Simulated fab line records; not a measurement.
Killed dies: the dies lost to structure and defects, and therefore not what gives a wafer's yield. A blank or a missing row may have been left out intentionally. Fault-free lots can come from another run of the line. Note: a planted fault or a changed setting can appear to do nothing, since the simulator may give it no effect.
fab line records    flow n5-finfet    part 2 of 2: steps 4 to 6 of 6
record: lots: 24  wafers: 72  last-day: 19
route steps=1938 shown GATE_CUT@469
lots with no fault: from the same line, run without faults
start-h: hours from the record's opening day to when the first of the lot's shown wafers began    wait-h: time in hours since the lot's previous step    " unchanged from the row above    L1.1+2: a single row standing in for several wafers    - no value, or no start was given    * or withheld: withheld    < > ~ a bound
route shown NAME@n: names a module that has steps shown in the file, with the first one's number in the route    usual: average and standard deviation across the fault-free wafers    same: alike in all rows    chamber/n: place in a boat    sites: readings site by site    _std_site: standard deviation of those values    _edge_site: outer sites' mean less inner sites'    radius-mm: how far each site lies from the wafer's centre    mask NAME#n: copy n    behind: the last tool/chamber to shape the wafer    hold: why the lot was held/for how many hours/how that ended    device: transistor that didn't switch, given as n, p or np    end of line: at the end of the route, the tests of the same wafers    for a step that has no rows: nothing shown but its recipe    killed: dies lost to structure and defects at the first sort, not the wafer's yield    map: a wafer's dies, x killed, . not, _ none there
set.NAME: the setting that was run; set.NAME@STEP: the one run at that earlier step    model.NAME: the simulator's own value behind a step, which no gauge read
one table for each step of the route and one row for each wafer, over a sample of lots
services: the hour from which a tool's chamber was out of use, counted from the record's first day as start-h (under 0 if before that day), plus the number of hours and why
== steps ==
step: N5_GATE_CUT_ETCH_47
recipe: chemistry: Cl2/BCl3  target: SiO2  target-depth-a: 100  pressure-mtorr: 10  icp-w: 1000  bias-w: 126  Cl2_flow_sccm: 53.25  bcl3-flow-sccm: 21.75  Ar_flow_sccm: 25
usual: drypump-motor-current-A: 5.8/0.59  oes-product-au: 0.79/0.14  throttle-valve-pct: 22.9/0.39
lot.wafer  tool          chamber  start-h  wait-h  drypump-motor-current-A  oes-product-au  rf-hours-counter-h  throttle-valve-pct
L074.1     rie-metal-02  1        82.59    0.0     6.7                      0.71            82                  23.1
L074.2     "             0        "        "       5.3                      0.59            145                 22.6
L074.6     "             0        "        "       5.3                      0.60            -                   22.7
L075.2     rie-metal-03  1        96.49    0.0     5.3                      0.60            141                 23.2
L075.3     "             1        "        "       5.3                      0.60            -                   23.2
L075.5     "             1        "        "       5.3                      0.60            -                   23.2
L076.3     rie-metal-01  1        100.57   0.0     5.4                      0.90            -                   22.9
L076.4     "             0        "        "       5.9                      0.70            -                   23.4
L076.5     "             1        "        "       5.4                      0.90            -                   22.9
L077.2     rie-metal-01  1        103.56   0.0     5.4                      0.91            10                  22.9
L077.3     "             1        "        "       5.4                      0.91            -                   22.9
L077.5     "             1        "        "       5.4                      0.90            -                   22.9
L078.3     rie-metal-01  1        109.62   0.0     5.4                      0.90            -                   22.9
L078.4     "             0        "        "       5.8                      0.70            -                   23.4
L078.6     "             0        "        "       5.9                      0.69            -                   23.3
L079.1     rie-metal-02  1        113.82   0.1     6.7                      0.70            85                  23.1
L079.3     "             1        "        "       6.7                      0.70            -                   23.1
L079.4     "             1        "        "       6.7                      0.70            -                   23.1
L080.3     rie-metal-03  1        120.47   0.1     5.3                      0.59            -                   23.2
L080.4     "             1        "        "       5.3                      0.59            -                   23.2
L080.5     "             1        "        "       5.3                      0.59            -                   23.2
L081.4     rie-metal-02  0        134.81   0.0     5.3                      1.03            -                   22.4
L081.5     "             1        "        "       6.6                      0.68            -                   23.1
L081.6     "             0        "        "       5.3                      1.02            -                   22.4
L082.1     rie-metal-01  1        137.11   0.0     5.4                      0.89            12                  22.9
L082.2     "             0        "        "       5.8                      0.70            80                  23.4
L082.4     "             0        "        "       5.9                      0.70            -                   23.4
L083.1     rie-metal-01  0        141.24   0.0     5.8                      0.69            81                  23.4
L083.4     "             1        "        "       5.4                      0.89            -                   22.9
L083.5     "             0        "        "       5.8                      0.69            -                   23.4
L084.4     rie-metal-01  1        145.91   0.0     5.4                      0.88            -                   22.9
L084.5     "             1        "        "       5.4                      0.88            -                   22.9
L084.6     "             0        "        "       5.9                      0.69            -                   23.4
L085.1     rie-metal-03  1        152.16   0.1     5.3                      0.59            146                 23.2
L085.2     "             1        "        "       5.3                      0.58            -                   23.2
L085.6     "             1        "        "       5.3                      0.59            -                   23.2
L086.2     rie-metal-02  1        157.73   0.0     6.7                      0.69            89                  23.1
L086.3     "             0        "        "       5.3                      0.99            -                   22.4
L086.4     "             1        "        "       6.7                      0.70            -                   23.1
L087.2     rie-metal-02  0        163.27   0.0     5.3                      0.99            3                   22.4
L087.3     "             0        "        "       5.3                      0.98            -                   22.4
L087.4     "             1        "        "       6.7                      0.69            -                   23.1
L088.1     rie-metal-02  1        168.54   0.0     6.7                      0.69            90                  23.1
L088.3     "             1        "        "       6.7                      0.70            -                   23.1
L088.5     "             0        "        "       5.3                      0.98            -                   22.4
L089.2     rie-metal-01  0        175.18   0.0     5.9                      0.68            85                  23.4
L089.4     "             0        "        "       5.9                      0.68            -                   23.4
L089.5     "             0        "        "       5.9                      0.68            -                   23.4
L090.1     rie-metal-01  1        178.71   0.0     5.4                      0.87            17                  22.9
L090.2     "             0        "        "       5.9                      0.68            85                  23.4
L090.4     "             1        "        "       5.4                      0.87            -                   22.9
L091.2     rie-metal-03  0        185.12   0.1     6.8                      0.91            -                   22.2
L091.4     "             0        "        "       6.7                      0.91            -                   22.2
L091.5     "             0        "        "       6.8                      0.90            -                   22.2
L092.1     rie-metal-02  0        191.09   0.0     5.3                      0.95            5                   22.4
L092.2     "             1        "        "       6.7                      0.67            92                  23.1
L092.3     "             1        "        "       6.7                      0.68            -                   23.1
L093.1     rie-metal-03  0        197.62   0.0     6.7                      0.90            8                   22.2
L093.2     "             1        "        "       5.3                      1.00            0                   23.0
L093.4     "             0        "        "       6.8                      0.89            -                   22.2
L094.2     rie-metal-01  1        208.53   0.0     5.4                      0.86            19                  22.9
L094.3     "             0        "        "       5.8                      0.68            -                   23.4
L094.4     "             1        "        "       5.4                      0.85            -                   22.9
L095.3     rie-metal-03  0        209.78   0.0     6.7                      0.90            -                   22.2
L095.4     "             1        "        "       5.3                      0.98            -                   23.0
L095.5     "             1        "        "       5.3                      0.98            -                   23.0
L096.2     rie-metal-03  1        218.01   0.0     5.3                      0.97            2                   23.0
L096.3     "             1        "        "       5.3                      0.97            -                   23.0
L096.5     "             1        "        "       5.3                      0.96            -                   23.0
L097.2     rie-metal-01  0        221.87   0.0     5.8                      0.68            88                  23.4
L097.4     "             0        "        "       5.9                      0.68            -                   23.4
L097.6     "             1        "        "       5.4                      0.86            -                   22.9
step: N5_GATE_CUT_CMP_23
recipe: stop-on: SiO2  t-overpolish-s: 23.4  post-cmp-clean: alkaline-brush  down-force-psi: 2.5  platen-rpm: 51.8  pad-velocity-m-s: 1.0307  target-thk-nm: 16
usual: motor-current-A: 8.5/1.2  overpolish-run-s: 23.401/0.0085  time-to-endpoint-s: 19.4/2.9
lot.wafer  tool    chamber  start-h  wait-h  motor-current-A  overpolish-run-s  time-to-endpoint-s
L074.1     cmp-01  0        84.66    0.8     9.8              23.401            17.0
L074.2     "       2        "        "       9.3              23.398            21.8
L074.6     "       1        "        "       8.1              23.396            22.7
L075.2     cmp-02  1        98.41    0.8     7.7              23.385            13.6
L075.3     "       2        "        "       6.6              23.409            16.8
L075.5     "       0        "        "       8.8              23.398            19.5
L076.4     cmp-02  1        102.34   0.8     8.1              23.394            16.4
L076.3     "       0        "        "       8.5              23.408            22.2
L076.5     "       2        "        "       6.7              23.385            20.3
L077.2     cmp-01  0        105.42   0.8     9.9              23.389            15.1
L077.3     "       1        "        "       8.1              23.397            22.3
L077.5     "       3        "        "       8.5              23.416            19.0
L078.3     cmp-01  3        111.40   0.8     8.5              23.396            16.7
L078.4     "       2        "        "       8.7              23.409            21.6
L078.6     "       3        "        "       8.5              23.407            14.9
L079.1     cmp-04  1        115.74   0.8     8.2              23.395            19.7
L079.4     "       3        "        "       7.1              23.386            19.2
L079.3     "       0        "        "       7.5              23.392            21.6
L080.3     cmp-02  0        122.92   0.8     9.0              23.383            20.5
L080.4     "       1        "        "       8.0              23.401            18.3
L080.5     "       1        "        "       8.0              23.388            15.0
L081.4     cmp-04  1        137.77   0.9     8.4              23.389            20.3
L081.6     "       2        "        "       10.7             23.399            23.2
L081.5     "       3        "        "       7.0              23.399            21.4
L082.4     cmp-02  2        139.14   0.8     6.8              23.410            19.1
L082.2     "       3        "        "       10.4             23.401            18.4
L082.1     "       0        "        "       8.6              23.414            20.7
L083.4     cmp-04  1        143.02   0.8     8.1              23.396            19.2
L083.1     "       2        "        "       10.3             23.417            23.3
L083.5     "       1        "        "       7.9              23.402            23.1
L084.4     cmp-04  0        147.73   0.8     8.0              23.396            17.9
L084.6     "       3        "        "       7.1              23.391            21.4
L084.5     "       0        "        "       8.0              23.400            20.3
L085.2     cmp-02  3        154.48   0.8     10.1             23.394            20.8
L085.1     "       0        "        "       8.5              23.399            20.4
L085.6     "       1        "        "       7.9              23.398            17.3
L086.4     cmp-01  0        159.51   0.8     10.2             23.400            19.1
L086.2     "       1        "        "       8.2              23.411            25.6
L086.3     "       2        "        "       9.5              23.402            25.0
L087.4     cmp-04  2        165.06   0.8     10.5             23.398            20.1
L087.3     "       3        "        "       7.1              23.410            22.2
L087.2     "       0        "        "       8.3              23.393            23.1
L088.1     cmp-01  2        171.24   0.8     8.8              23.394            25.2
L088.3     "       3        "        "       8.7              23.398            21.6
L088.5     "       1        "        "       8.4              23.403            26.5
L089.4     cmp-02  0        177.11   0.8     8.7              23.396            19.9
L089.2     "       2        "        "       6.6              23.404            19.7
L089.5     "       3        "        "       10.2             23.403            17.8
L090.4     cmp-01  1        180.49   0.8     8.1              23.404            24.6
L090.1     "       2        "        "       9.1              23.421            26.1
L090.2     "       3        "        "       8.5              23.410            20.8
L091.4     cmp-02  2        187.27   0.8     6.6              23.409            18.5
L091.2     "       3        "        "       10.1             23.394            18.3
L091.5     "       0        "        "       8.7              23.393            17.2
L092.1     cmp-02  0        192.87   0.8     8.2              23.405            17.4
L092.2     "       2        "        "       6.7              23.389            16.1
L092.3     "       3        "        "       9.8              23.401            15.3
L093.1     cmp-04  1        200.02   0.8     8.3              23.403            17.0
L093.2     "       2        "        "       10.9             23.422            17.3
L093.4     "       0        "        "       8.2              23.400            18.5
L094.4     cmp-02  1        210.32   0.8     8.0              23.410            15.5
L094.3     "       2        "        "       6.7              23.415            19.2
L094.2     "       3        "        "       10.1             23.393            14.6
L095.4     cmp-04  2        211.91   0.8     10.0             23.399            20.5
L095.3     "       1        "        "       8.5              23.406            17.9
L095.5     "       2        "        "       10.6             23.404            20.8
L096.3     cmp-02  2        220.08   0.8     6.7              23.396            19.2
L096.2     "       1        "        "       7.6              23.410            19.1
L096.5     "       2        "        "       6.6              23.384            21.5
L097.4     cmp-02  0        223.69   0.8     8.4              23.394            18.7
L097.2     "       2        "        "       6.4              23.394            20.4
L097.6     "       3        "        "       10.4             23.404            16.1
step: N5_GATE_CUT_THK_MEAS_24
recipe: reads: SiO2_of_GATE_CUT_HM_DEP_46+SiO2_flowable_of_ILD0_FCVD_FILL_01
usual: GC_FILL_THK: 219.9/2.1
lot.wafer  tool           chamber  start-h  wait-h  GC_FILL_THK[nm]
L074.1     film-metro-02  -        84.95    -       219.9
L074.2     "              -        "        "       218.9
L074.6     "              -        "        "       221.5
L075.2     film-metro-02  -        98.66    -       219.3
L075.3     "              -        "        "       219.9
L075.5     "              -        "        "       221.1
L076.3     film-metro-02  -        102.64   -       217.6
L076.4     "              -        "        "       220.8
L076.5     "              -        "        "       222.4
L077.2     film-metro-02  -        105.64   -       217.6
L077.3     "              -        "        "       219.8
L077.5     "              -        "        "       220.3
L078.3     film-metro-01  -        111.69   -       220.1
L078.4     "              -        "        "       219.5
L078.6     "              -        "        "       222.3
L079.1     film-metro-01  -        116.03   -       216.7
L079.3     "              -        "        "       217.5
L079.4     "              -        "        "       219.6
L080.3     film-metro-01  -        123.21   -       217.2
L080.4     "              -        "        "       221.3
L080.5     "              -        "        "       218.1
L081.4     film-metro-01  -        137.96   -       221.5
L081.5     "              -        "        "       222.6
L081.6     "              -        "        "       222.0
L082.1     film-metro-02  -        139.44   -       218.3
L082.2     "              -        "        "       217.5
L082.4     "              -        "        "       221.4
L083.1     film-metro-01  -        143.32   -       216.0
L083.4     "              -        "        "       219.4
L083.5     "              -        "        "       219.8
L084.4     film-metro-01  -        147.98   -       219.7
L084.5     "              -        "        "       221.9
L084.6     "              -        "        "       220.9
L085.1     film-metro-02  -        154.70   -       217.0
L085.2     "              -        "        "       219.1
L085.6     "              -        "        "       221.1
L086.2     film-metro-02  -        159.81   -       220.8
L086.3     "              -        "        "       220.9
L086.4     "              -        "        "       223.2
L087.2     film-metro-02  -        165.35   -       218.1
L087.3     "              -        "        "       219.2
L087.4     "              -        "        "       222.1
L088.1     film-metro-02  -        171.46   -       217.8
L088.3     "              -        "        "       218.9
L088.5     "              -        "        "       223.8
L089.2     film-metro-01  -        177.37   -       223.9
L089.4     "              -        "        "       222.8
L089.5     "              -        "        "       221.8
L090.1     film-metro-02  -        180.79   -       220.0
L090.2     "              -        "        "       220.2
L090.4     "              -        "        "       222.0
L091.2     film-metro-02  -        187.49   -       217.2
L091.4     "              -        "        "       217.8
L091.5     "              -        "        "       219.7
L092.1     film-metro-02  -        193.17   -       220.1
L092.2     "              -        "        "       217.8
L092.3     "              -        "        "       219.3
L093.1     film-metro-01  -        200.32   -       222.7
L093.2     "              -        "        "       221.0
L093.4     "              -        "        "       223.8
L094.2     film-metro-02  -        210.62   -       220.6
L094.3     "              -        "        "       218.5
L094.4     "              -        "        "       223.9
L095.3     film-metro-02  -        212.21   -       218.1
L095.4     "              -        "        "       221.6
L095.5     "              -        "        "       221.1
L096.2     film-metro-02  -        220.37   -       218.3
L096.3     "              -        "        "       218.3
L096.5     "              -        "        "       220.6
L097.2     film-metro-01  -        223.95   -       219.4
L097.4     "              -        "        "       221.4
L097.6     "              -        "        "       220.3
== services ==
tool          chamber  start-h  hours  kind
cmp-02        -        55.45    2.1    repair
cmp-02        -        84.45    4.4    repair
rie-diel-02   1        93.14    16.4   repair
rie-metal-02  0        110.98   -      clean
rie-metal-02  0        110.98   22.4   scheduled-down
rie-metal-02  0        110.98   22.4   vent-cycle
rie-metal-03  0        111.97   59.1   repair
rie-diel-05   0        122.27   -      clean
rie-diel-05   0        122.27   -      consumable-replace:focus-ring
rie-diel-05   0        122.27   24.0   scheduled-down
rie-diel-05   0        122.27   24.0   vent-cycle
cmp-01        -        125.98   4.0    pm
cmp-01        -        138.77   0.6    repair
cmp-04        -        160.49   4.0    pm
rie-metal-02  0        169.19   2.9    repair
rie-metal-03  1        171.07   -      clean
rie-metal-03  1        171.07   25.3   scheduled-down
cmp-01        -        176.50   1.6    repair
cmp-01        -        188.22   12.1   pm
rie-diel-05   1        198.10   1.3    repair
cmp-01        -        206.69   5.5    pm
cmp-04        -        206.74   4.0    pm
rie-metal-02  0        213.82   4.2    repair
rie-diel-06   3        216.58   5.0    repair
